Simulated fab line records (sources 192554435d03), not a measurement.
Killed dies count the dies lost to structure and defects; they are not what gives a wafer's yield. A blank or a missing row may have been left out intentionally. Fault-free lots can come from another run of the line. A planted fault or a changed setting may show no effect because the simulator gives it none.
fab line records ; flow n5_finfet ; part 2 of 2: steps 4 to 6 of 6
[record] lots = 22; wafers = 66; last_day = 19
route steps=1938 shown BEOL_M0_SAQP@656 BEOL_M0_CUTY@709 BEOL_M0@718
lots that met no fault: taken from a fault-free run of the same line
start_h: hours from the record's first day to the start of the lot's first wafer shown ; wait_h: hours since the lot's step before ; " the same as in the row above ; L1.1+2: a single row standing in for several wafers ; - value missing, or start not given ; * or withheld: withheld ; < > ~ a bound
route shown NAME@n: names a module that has steps shown in the file, with the first one's number in the route ; usual: mean and standard deviation over wafers with no fault ; same: alike in all rows ; chamber/n: place in a boat ; sites: per-site readings ; _std_site: the values' standard deviation ; _edge_site: inner sites' mean taken away from outer sites' mean ; radius_mm: how far each site lies from the wafer's centre ; mask NAME#n: copy n ; behind: the tool/chamber that last shaped the wafer ; hold: why the lot was held/for how many hours/how that ended ; device: transistor that didn't switch, given as n, p or np ; end of line: the route-end tests of the same wafers ; step lacking rows: just its recipe ; killed: not the wafer's yield, but the dies lost to structure and defects at the first sort ; map: a wafer's dies, marking killed ones x, the rest . and places with no die _
set.NAME: setting as actually run; set.NAME@STEP: the setting as run at that earlier step ; model.NAME: the simulator's own value behind a step, which no gauge read
steps of the route over a sample of lots; a table a step, a row a wafer
services: from which hour (start_h, from the record's first day; less than 0 if before it) a tool's chamber was out of use, for how many hours, and why
[[steps]]
[step N5_BEOL_M0_CUTY_DESCUM_61]
[recipe] chemistry = O2; time_s = 7.9; source_power_w = 50; bias_power_w = 20; pressure_mtorr = 20; rf_frequency_hz = 2.712e+07; temp_c = 40; resist = CAR-ArF-block; o2_flow_sccm = 225
[usual] drypump_motor_current_A = 5.6/0.3; oes_product_au = 0.81/0.096; rf_vpp_V = 243.1/1.2; showerhead_plenum_p_Torr = 2.09/0.066; temp_c = 40.00/0.11; throttle_valve_pct = 20.28/0.21
lot.wafer;tool;chamber;start_h;wait_h;drypump_motor_current_A;oes_product_au;rf_hours_counter_h;rf_vpp_V;showerhead_plenum_p_Torr;temp_c;throttle_valve_pct
L074.2;rie_diel-02;3;112.42;0.0;5.2;0.75;161;243.7;2.18;39.90;20.22
L074.3;rie_diel-02;2;112.42;0.0;5.7;0.93;13;242.1;2.05;39.91;20.10
L074.5;rie_diel-02;2;112.42;0.0;5.7;0.94;-;243.2;2.05;40.05;20.11
L075.3;rie_diel-02;2;118.44;0.0;5.7;0.93;15;244.4;2.05;40.31;20.09
L075.5;rie_diel-02;3;118.44;0.0;5.2;0.75;-;244.1;2.18;39.89;20.23
L075.6;rie_diel-02;0;118.44;0.0;5.8;0.74;-;245.2;2.19;39.92;20.21
L076.2;rie_diel-01;1;127.41;0.0;5.6;0.69;204;243.5;2.08;40.05;20.91
L076.4;rie_diel-01;2;127.41;0.0;5.8;0.90;-;242.5;2.06;40.19;20.02
L076.5;rie_diel-01;0;127.41;0.0;5.2;0.65;-;243.6;2.05;39.94;20.68
L077.2;rie_diel-02;1;132.69;0.0;5.8;0.98;0;242.9;2.06;39.96;20.17
L077.4;rie_diel-02;3;132.69;0.0;5.2;0.75;169;245.2;2.18;39.94;20.24
L077.5;rie_diel-02;3;132.69;0.0;5.2;0.75;-;243.7;2.17;40.06;20.24
L078.1;rie_diel-02;1;138.47;0.1;5.9;0.95;3;242.1;2.06;39.80;20.17
L078.3;rie_diel-02;0;138.47;0.1;5.9;0.72;161;245.6;2.18;39.96;20.23
L078.5;rie_diel-02;1;138.47;0.1;5.9;0.96;-;242.8;2.06;39.83;20.17
L080.1;rie_diel-02;3;148.62;0.0;5.2;0.74;174;244.9;2.17;39.98;20.26
L080.3;rie_diel-02;2;148.62;0.0;5.6;0.90;27;242.9;2.04;40.10;20.12
L080.4;rie_diel-02;0;148.62;0.0;5.9;0.72;165;245.0;2.18;40.09;20.24
L081.1;rie_diel-02;0;156.89;0.0;5.9;0.72;168;244.8;2.18;40.08;20.24
L081.2;rie_diel-02;1;156.89;0.0;5.9;0.93;10;242.5;2.06;40.08;20.17
L081.5;rie_diel-02;3;156.89;0.0;5.2;0.74;-;242.1;2.17;40.06;20.25
L082.1;rie_diel-06;1;159.24;0.0;5.6;0.74;172;243.6;2.08;40.08;20.27
L082.3;rie_diel-06;3;159.24;0.0;6.2;0.69;223;242.7;1.98;39.81;20.52
L082.4;rie_diel-06;0;159.24;0.0;5.3;0.84;46;244.2;2.23;39.99;20.35
L083.1;rie_diel-06;3;168.60;0.0;6.2;0.68;227;241.0;1.98;39.83;20.51
L083.3;rie_diel-06;2;168.60;0.0;5.7;0.93;13;243.0;2.04;40.12;20.16
L083.6;rie_diel-06;2;168.60;0.0;5.7;0.93;-;242.1;2.04;39.92;20.17
L084.1;rie_diel-06;0;175.22;0.0;5.3;0.84;52;244.4;2.22;39.97;20.36
L084.3;rie_diel-06;3;175.22;0.0;6.2;0.69;230;241.1;1.98;40.15;20.53
L084.4;rie_diel-06;2;175.22;0.0;5.7;0.93;15;241.6;2.04;39.95;20.17
L086.1;rie_diel-02;3;187.28;0.3;5.2;0.73;188;244.0;2.17;40.15;20.28
L086.2;rie_diel-02;2;187.28;0.3;5.7;0.88;41;242.7;2.04;40.00;20.13
L086.6;rie_diel-02;3;187.28;0.3;5.2;0.72;-;242.9;2.17;40.03;20.28
L085.3;rie_diel-01;2;191.12;0.6;5.8;0.86;60;242.6;2.05;39.87;20.09
L085.4;rie_diel-01;3;191.12;0.6;6.4;0.95;16;243.0;2.05;40.20;20.21
L085.6;rie_diel-01;2;191.12;0.6;5.8;0.85;-;242.6;2.05;39.96;20.07
L087.3;rie_diel-02;0;194.05;0.1;5.9;0.71;181;243.9;2.18;40.01;20.26
L087.5;rie_diel-02;1;194.05;0.1;5.8;0.89;-;242.7;2.05;39.87;20.19
L087.6;rie_diel-02;2;194.05;0.1;5.7;0.88;-;241.9;2.04;39.89;20.15
L088.1;rie_diel-02;1;200.61;0.0;5.8;0.89;25;241.8;2.05;40.03;20.19
L088.3;rie_diel-02;0;200.61;0.0;5.9;0.72;184;243.9;2.18;40.03;20.27
L088.5;rie_diel-02;3;200.61;0.0;5.2;0.72;-;244.5;2.17;40.05;20.28
L089.3;rie_diel-02;3;206.57;0.1;5.2;0.73;195;243.9;2.17;40.14;20.30
L089.5;rie_diel-02;3;206.57;0.1;5.2;0.73;-;244.5;2.17;40.10;20.30
L089.6;rie_diel-02;2;206.57;0.1;5.7;0.87;-;243.6;2.04;40.07;20.14
L090.1;rie_diel-01;2;208.59;0.0;5.8;0.86;66;242.2;2.05;40.11;20.07
L090.2;rie_diel-01;1;208.59;0.0;5.5;0.68;239;242.0;2.07;40.15;20.96
L090.4;rie_diel-01;3;208.59;0.0;6.4;0.93;22;241.9;2.05;39.99;20.20
L091.1;rie_diel-02;1;211.36;0.0;5.9;0.88;29;241.9;2.05;40.07;20.20
L091.2;rie_diel-02;0;211.36;0.0;5.9;0.71;187;244.9;2.17;39.95;20.26
L091.4;rie_diel-02;3;211.36;0.0;5.2;0.73;196;244.7;2.17;40.22;20.28
L092.1;rie_diel-01;1;219.93;0.0;5.6;0.68;243;242.6;2.07;40.20;20.96
L092.2;rie_diel-01;3;219.93;0.0;6.4;0.93;25;242.0;2.05;39.88;20.22
L092.6;rie_diel-01;0;219.93;0.0;5.2;0.94;-;242.9;2.05;39.82;20.27
L094.1;rie_diel-02;1;230.71;0.1;5.9;0.87;38;241.3;2.04;39.74;20.22
L094.3;rie_diel-02;3;230.71;0.1;5.2;0.71;206;245.6;2.16;39.93;20.30
L094.4;rie_diel-02;1;230.71;0.1;5.8;0.87;-;241.5;2.04;39.78;20.22
L095.1;rie_diel-06;2;241.25;0.2;5.7;0.87;38;242.6;2.03;40.05;20.19
L095.2;rie_diel-06;0;241.25;0.2;5.3;0.81;73;244.3;2.22;40.03;20.39
L095.5;rie_diel-06;3;241.25;0.2;6.2;0.67;-;241.7;1.97;40.00;20.56
L097.2;rie_diel-02;1;252.47;0.0;5.8;0.86;46;241.4;2.04;40.10;20.22
L097.5;rie_diel-02;2;252.47;0.0;5.6;0.85;-;241.8;2.03;40.16;20.19
L097.6;rie_diel-02;1;252.47;0.0;5.8;0.86;-;242.8;2.04;40.23;20.23
L096.1;rie_diel-02;3;257.06;0.2;5.2;0.70;216;243.0;2.16;40.24;20.31
L096.5;rie_diel-02;1;257.06;0.2;5.8;0.85;-;242.7;2.04;39.83;20.24
L096.6;rie_diel-02;0;257.06;0.2;5.9;0.70;-;244.2;2.17;40.00;20.26
[step N5_BEOL_M0_STRIP_104]
[recipe] chemistry = N2/H2; power_w = 450; temp_c = 40; pressure_mtorr = 20; rf_frequency_hz = 6e+07; overash_fraction = 0.3; bias_power_w = 7; h2_frac = 0.5; n2_flow_sccm = 200; h2_flow_sccm = 200
[usual] drypump_motor_current_A = 5.7/0.35; oes_product_au = 0.81/0.098; rf_vpp_V = 59.1/1.7; showerhead_plenum_p_Torr = 2.52/0.081; temp_c = 40.01/0.1; throttle_valve_pct = 23.55/0.25
lot.wafer;tool;chamber;start_h;wait_h;drypump_motor_current_A;oes_product_au;rf_hours_counter_h;rf_vpp_V;showerhead_plenum_p_Torr;temp_c;throttle_valve_pct
L074.2;rie_diel-06;0;113.71;0.0;5.3;0.87;30;59.8;2.71;39.99;23.58
L074.3;rie_diel-06;3;113.71;0.0;6.2;0.70;207;59.3;2.42;40.09;24.01
L074.5;rie_diel-06;1;113.71;0.0;5.6;0.75;-;57.0;2.53;40.11;23.29
L075.3;rie_diel-02;2;120.17;0.0;5.7;0.92;15;61.6;2.49;40.06;23.42
L075.5;rie_diel-02;2;120.17;0.0;5.7;0.94;-;58.2;2.49;40.04;23.49
L075.6;rie_diel-02;3;120.17;0.0;5.2;0.74;-;60.5;2.65;39.97;23.42
L076.2;rie_diel-02;2;129.69;0.0;5.7;0.92;20;57.4;2.49;40.14;23.49
L076.4;rie_diel-02;0;129.69;0.0;5.9;0.73;-;59.4;2.64;40.04;23.43
L076.5;rie_diel-02;3;129.69;0.0;5.2;0.75;-;59.7;2.64;39.83;23.35
L077.2;rie_diel-06;2;133.24;0.0;5.7;1.00;1;57.7;2.49;39.83;23.34
L077.4;rie_diel-06;3;133.24;0.0;6.2;0.69;215;58.0;2.42;39.84;24.00
L077.5;rie_diel-06;0;133.24;0.0;5.3;0.85;-;57.2;2.70;40.02;23.58
L078.1;rie_diel-01;1;139.02;0.0;5.6;0.70;209;61.5;2.51;39.97;23.94
L078.3;rie_diel-01;0;139.02;0.0;5.2;0.65;258;56.5;2.49;40.05;23.93
L078.5;rie_diel-01;1;139.02;0.0;5.6;0.72;-;59.2;2.51;39.90;23.93
L080.1;rie_diel-01;1;150.33;0.0;5.5;0.70;214;60.3;2.51;39.99;23.94
L080.3;rie_diel-01;0;150.33;0.0;5.2;0.65;263;58.3;2.49;39.84;23.94
L080.4;rie_diel-01;2;150.33;0.0;5.8;0.89;-;58.0;2.48;40.01;23.26
L082.1;rie_diel-06;1;162.40;0.0;5.6;0.74;172;59.1;2.52;39.92;23.27
L082.3;rie_diel-06;0;162.40;0.0;5.3;0.84;47;60.0;2.70;40.06;23.59
L082.4;rie_diel-06;2;162.40;0.0;5.7;0.94;10;59.2;2.49;40.06;23.38
L081.1;rie_diel-06;0;162.46;0.0;5.3;0.84;47;57.6;2.70;39.99;23.62
L081.2;rie_diel-06;3;162.46;0.0;6.2;0.70;224;59.0;2.41;39.95;24.02
L081.5;rie_diel-06;1;162.46;0.0;5.6;0.73;-;58.9;2.52;40.22;23.29
L083.1;rie_diel-02;0;169.12;0.0;5.9;0.71;173;59.4;2.63;39.97;23.45
L083.3;rie_diel-02;1;169.12;0.0;5.8;0.92;14;58.2;2.49;39.95;23.50
L083.6;rie_diel-02;1;169.12;0.0;5.8;0.92;-;58.1;2.49;40.12;23.49
L084.1;rie_diel-01;2;178.03;0.0;5.7;0.88;55;57.9;2.47;40.05;23.29
L084.3;rie_diel-01;2;178.03;0.0;5.7;0.87;-;59.0;2.47;40.16;23.28
L084.4;rie_diel-01;1;178.03;0.0;5.5;0.70;-;57.6;2.50;39.89;23.97
L086.1;rie_diel-02;1;190.25;0.0;5.8;0.88;21;60.9;2.49;40.05;23.50
L086.2;rie_diel-02;0;190.25;0.0;5.9;0.71;179;58.0;2.63;39.86;23.49
L086.6;rie_diel-02;3;190.25;0.0;5.2;0.73;-;60.0;2.64;40.16;23.43
L085.3;rie_diel-06;2;191.70;0.0;5.7;0.91;21;61.2;2.48;40.06;23.40
L085.4;rie_diel-06;2;191.70;0.0;5.7;0.91;-;62.6;2.48;40.01;23.40
L085.6;rie_diel-06;3;191.70;0.0;6.2;0.68;-;56.1;2.41;39.88;24.05
L087.3;rie_diel-02;2;199.16;0.0;5.6;0.89;46;57.4;2.48;39.95;23.51
L087.5;rie_diel-02;0;199.16;0.0;5.9;0.72;-;59.2;2.62;39.74;23.47
L087.6;rie_diel-02;1;199.16;0.0;5.8;0.90;-;63.2;2.49;39.94;23.51
L088.1;rie_diel-06;0;201.11;0.0;5.3;0.81;61;59.1;2.69;40.02;23.62
L088.3;rie_diel-06;3;201.11;0.0;6.2;0.67;238;58.0;2.40;39.88;24.02
L088.5;rie_diel-06;2;201.11;0.0;5.7;0.91;-;57.8;2.48;39.95;23.41
L089.3;rie_diel-01;2;207.28;0.0;5.7;0.85;66;57.9;2.47;40.04;23.28
L089.5;rie_diel-01;2;207.28;0.0;5.8;0.84;-;57.2;2.47;40.01;23.32
L089.6;rie_diel-01;1;207.28;0.0;5.5;0.68;-;57.5;2.50;39.92;23.97
L091.1;rie_diel-01;2;213.22;0.0;5.8;0.87;67;58.0;2.47;40.05;23.33
L091.2;rie_diel-01;0;213.22;0.0;5.2;0.94;10;61.5;2.49;40.09;23.53
L091.4;rie_diel-01;3;213.22;0.0;6.4;0.94;23;58.6;2.49;39.95;23.37
L090.1;rie_diel-06;2;213.25;0.0;5.7;0.90;27;60.4;2.48;39.97;23.38
L090.2;rie_diel-06;0;213.25;0.0;5.3;0.81;64;58.7;2.69;39.93;23.64
L090.4;rie_diel-06;3;213.25;0.0;6.1;0.68;241;57.3;2.40;39.93;24.03
L092.1;rie_diel-01;2;223.00;0.0;5.7;0.84;70;55.4;2.47;40.09;23.31
L092.2;rie_diel-01;1;223.00;0.0;5.5;0.67;244;57.6;2.50;40.23;23.95
L092.6;rie_diel-01;3;223.00;0.0;6.5;0.93;-;59.1;2.49;40.07;23.36
L094.1;rie_diel-02;1;234.20;0.0;5.8;0.86;39;58.9;2.48;39.99;23.53
L094.3;rie_diel-02;3;234.20;0.0;5.2;0.70;207;60.6;2.63;39.91;23.42
L094.4;rie_diel-02;3;234.20;0.0;5.2;0.71;-;58.4;2.63;39.96;23.43
L095.1;rie_diel-01;2;241.81;0.0;5.7;0.83;77;61.5;2.46;40.05;23.31
L095.2;rie_diel-01;0;241.81;0.0;5.2;0.91;21;59.7;2.48;40.12;23.57
L095.5;rie_diel-01;0;241.81;0.0;5.2;0.93;-;57.3;2.48;39.93;23.58
L097.2;rie_diel-01;2;253.15;0.0;5.8;0.83;82;60.4;2.46;39.97;23.29
L097.5;rie_diel-01;2;253.15;0.0;5.8;0.83;-;59.6;2.46;40.02;23.32
L097.6;rie_diel-01;3;253.15;0.0;6.4;0.90;-;59.2;2.48;39.90;23.41
L096.1;rie_diel-01;0;258.83;0.0;5.2;0.92;30;58.0;2.48;40.16;23.59
L096.5;rie_diel-01;2;258.83;0.0;5.8;0.83;-;58.6;2.46;40.22;23.34
L096.6;rie_diel-01;3;258.83;0.0;6.5;0.89;-;57.9;2.48;40.02;23.40
[step N5_BEOL_M0_OCD_MEAS_108]
[usual] trench_depth_nm = 33.1/0.53
lot.wafer;tool;chamber;start_h;wait_h;trench_depth_nm
L074.2;ocd-02;-;114.14;0.1;32.3
L074.3;ocd-02;-;114.14;0.1;34.1
L074.5;ocd-02;-;114.14;0.1;33.4
L075.3;ocd-01;-;120.99;0.1;32.9
L075.5;ocd-01;-;120.99;0.1;33.3
L075.6;ocd-01;-;120.99;0.1;32.2
L076.2;ocd-02;-;129.99;0.1;33.1
L076.4;ocd-02;-;129.99;0.1;33.6
L076.5;ocd-02;-;129.99;0.1;33.0
L077.2;ocd-02;-;133.51;0.1;32.3
L077.4;ocd-02;-;133.51;0.1;32.9
L077.5;ocd-02;-;133.51;0.1;33.5
L078.1;ocd-02;-;139.58;0.1;32.8
L078.3;ocd-02;-;139.58;0.1;33.3
L078.5;ocd-02;-;139.58;0.1;33.8
L080.1;ocd-01;-;150.60;0.1;32.6
L080.3;ocd-01;-;150.60;0.1;32.5
L080.4;ocd-01;-;150.60;0.1;31.5
L082.1;ocd-02;-;162.67;0.1;32.8
L082.3;ocd-02;-;162.67;0.1;34.0
L082.4;ocd-02;-;162.67;0.1;32.6
L081.1;ocd-01;-;162.76;0.1;32.8
L081.2;ocd-01;-;162.76;0.1;33.5
L081.5;ocd-01;-;162.76;0.1;32.9
L083.1;ocd-01;-;169.73;0.1;33.3
L083.3;ocd-01;-;169.73;0.1;33.0
L083.6;ocd-01;-;169.73;0.1;33.3
L084.1;ocd-02;-;178.32;0.1;33.2
L084.3;ocd-02;-;178.32;0.1;32.8
L084.4;ocd-02;-;178.32;0.1;33.7
L086.1;ocd-02;-;191.29;0.1;33.3
L086.2;ocd-02;-;191.29;0.1;33.3
L086.6;ocd-02;-;191.29;0.1;32.6
L085.3;ocd-01;-;191.97;0.1;33.7
L085.4;ocd-01;-;191.97;0.1;32.0
L085.6;ocd-01;-;191.97;0.1;33.5
L087.3;ocd-01;-;199.44;0.1;33.1
L087.5;ocd-01;-;199.44;0.1;33.3
L087.6;ocd-01;-;199.44;0.1;33.8
L088.1;ocd-01;-;201.38;0.1;33.4
L088.3;ocd-01;-;201.38;0.1;32.5
L088.5;ocd-01;-;201.38;0.1;32.7
L089.3;ocd-01;-;207.55;0.1;32.8
L089.5;ocd-01;-;207.55;0.1;33.5
L089.6;ocd-01;-;207.55;0.1;33.9
L091.1;ocd-01;-;213.49;0.1;33.5
L091.2;ocd-01;-;213.49;0.1;33.0
L091.4;ocd-01;-;213.49;0.1;33.3
L090.1;ocd-02;-;213.61;0.1;33.6
L090.2;ocd-02;-;213.61;0.1;32.1
L090.4;ocd-02;-;213.61;0.1;33.0
L092.1;ocd-01;-;223.44;0.1;33.7
L092.2;ocd-01;-;223.44;0.1;33.2
L092.6;ocd-01;-;223.44;0.1;33.6
L094.1;ocd-02;-;234.47;0.1;33.4
L094.3;ocd-02;-;234.47;0.1;32.5
L094.4;ocd-02;-;234.47;0.1;32.9
L095.1;ocd-02;-;242.09;0.1;33.0
L095.2;ocd-02;-;242.09;0.1;33.0
L095.5;ocd-02;-;242.09;0.1;33.0
L097.2;ocd-02;-;253.58;0.1;32.9
L097.5;ocd-02;-;253.58;0.1;32.8
L097.6;ocd-02;-;253.58;0.1;33.4
L096.1;ocd-01;-;259.10;0.1;33.0
L096.5;ocd-01;-;259.10;0.1;33.0
L096.6;ocd-01;-;259.10;0.1;33.1
[[services]]
tool;chamber;start_h;hours;kind
rie_diel-03;-;87.04;0.8;repair
rie_diel-04;3;95.97;9.2;repair
rie_diel-03;2;97.05;64.8;repair
rie_diel-02;1;106.75;-;clean
rie_diel-02;1;106.75;-;consumable_replace:focus_ring
rie_diel-02;1;106.75;23.7;scheduled_down
rie_diel-02;1;106.75;23.7;vent_cycle
rie_diel-06;2;112.37;4.9;repair
rie_diel-01;3;112.40;-;clean
rie_diel-01;3;112.40;-;consumable_replace:focus_ring
rie_diel-01;3;112.40;41.4;scheduled_down
rie_diel-01;3;112.40;41.4;vent_cycle
rie_diel-01;0;119.86;2.2;repair
rie_diel-05;-;140.08;0.4;repair
rie_diel-01;0;154.18;-;clean
rie_diel-01;0;154.18;-;consumable_replace:focus_ring
rie_diel-01;0;154.18;33.0;scheduled_down
rie_diel-06;1;164.44;9.9;repair
rie_diel-01;3;177.60;5.2;repair
rie_diel-06;1;183.55;8.8;repair
rie_diel-02;0;212.15;22.1;repair
rie_diel-06;3;215.95;2.9;repair
rie_diel-03;1;235.73;2.8;repair
rie_diel-03;-;252.66;2.8;pm
